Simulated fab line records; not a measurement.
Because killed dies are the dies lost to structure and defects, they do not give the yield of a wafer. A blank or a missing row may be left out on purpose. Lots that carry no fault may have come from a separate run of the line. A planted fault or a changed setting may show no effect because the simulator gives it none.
Chamber matching || flow n5_finfet || N5_HKMG_FIN_ETCH_54 on rie_diel-05: 4 sister chambers
The step etches SiARC in CF4, target depth 45.5 nm, time 75.8 s. 8 wafers are shown with their chamber, then 10 later ones without.

== WAFERS PAIRED WITH THEIR CHAMBERS ==
{"wafer": "L080.2", "chamber": 1, "drypump_motor_current_A (A)": 6.2, "throttle_valve_pct (%)": 15.86}
{"wafer": "L080.4", "chamber": 0, "drypump_motor_current_A (A)": 5.4, "throttle_valve_pct (%)": 15.49}
{"wafer": "L081.2", "chamber": 1, "drypump_motor_current_A (A)": 6.2, "throttle_valve_pct (%)": 15.87}
{"wafer": "L084.1", "chamber": 0, "drypump_motor_current_A (A)": 5.3, "throttle_valve_pct (%)": 15.51}
{"wafer": "L084.3", "chamber": 3, "drypump_motor_current_A (A)": 5.6, "throttle_valve_pct (%)": 15.73}
{"wafer": "L084.4", "chamber": 3, "drypump_motor_current_A (A)": 5.6, "throttle_valve_pct (%)": 15.73}
{"wafer": "L085.1", "chamber": 2, "drypump_motor_current_A (A)": 5.6, "throttle_valve_pct (%)": 15.77}
{"wafer": "L085.4", "chamber": 2, "drypump_motor_current_A (A)": 5.6, "throttle_valve_pct (%)": 15.77}

== WAFERS WITHOUT THEIR CHAMBER ==
{"wafer": "L085.6", "drypump_motor_current_A (A)": 6.2, "throttle_valve_pct (%)": 15.38}
{"wafer": "L089.2", "drypump_motor_current_A (A)": 5.6, "throttle_valve_pct (%)": 15.80}
{"wafer": "L089.3", "drypump_motor_current_A (A)": 5.4, "throttle_valve_pct (%)": 15.54}
{"wafer": "L089.5", "drypump_motor_current_A (A)": 6.2, "throttle_valve_pct (%)": 15.41}
{"wafer": "L091.2", "drypump_motor_current_A (A)": 5.5, "throttle_valve_pct (%)": 15.21}
{"wafer": "L091.5", "drypump_motor_current_A (A)": 5.4, "throttle_valve_pct (%)": 15.55}
{"wafer": "L091.6", "drypump_motor_current_A (A)": 5.5, "throttle_valve_pct (%)": 15.22}
{"wafer": "L096.2", "drypump_motor_current_A (A)": 5.5, "throttle_valve_pct (%)": 15.24}
{"wafer": "L096.5", "drypump_motor_current_A (A)": 5.6, "throttle_valve_pct (%)": 15.24}
{"wafer": "L096.6", "drypump_motor_current_A (A)": 5.6, "throttle_valve_pct (%)": 15.83}

== EACH ONE'S CHAMBER ==
{"wafer": "L085.6", "from the rows above": 0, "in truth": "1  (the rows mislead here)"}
{"wafer": "L089.2", "from the rows above": 2, "in truth": 2}
{"wafer": "L089.3", "from the rows above": 0, "in truth": 0}
{"wafer": "L089.5", "from the rows above": 0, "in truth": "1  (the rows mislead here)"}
{"wafer": "L091.2", "from the rows above": 0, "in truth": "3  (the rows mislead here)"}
{"wafer": "L091.5", "from the rows above": 0, "in truth": 0}
{"wafer": "L091.6", "from the rows above": 0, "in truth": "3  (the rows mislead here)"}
{"wafer": "L096.2", "from the rows above": 0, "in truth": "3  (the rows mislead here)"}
{"wafer": "L096.5", "from the rows above": 0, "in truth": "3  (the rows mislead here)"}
{"wafer": "L096.6", "from the rows above": 2, "in truth": 2}
Placed correctly: 4 of 10. Not placeable from these rows: 0. 6 placed wrongly.
How it was worked out, from the rows above alone: a wafer's distance from a chamber is the root of the sum, over the readings, of the square of ((its reading less the chamber's mean) divided by the reading's scatter). If the next closest chamber is less than 2 further off than the closest, the wafer can't be placed; otherwise it belongs to the closest. The mean given for a chamber averages the wafers shown for that chamber. The scatter is the square root of a quotient: the sum, over the shown wafers, of each reading's squared deviation from its chamber's mean, divided by wafers minus chambers.
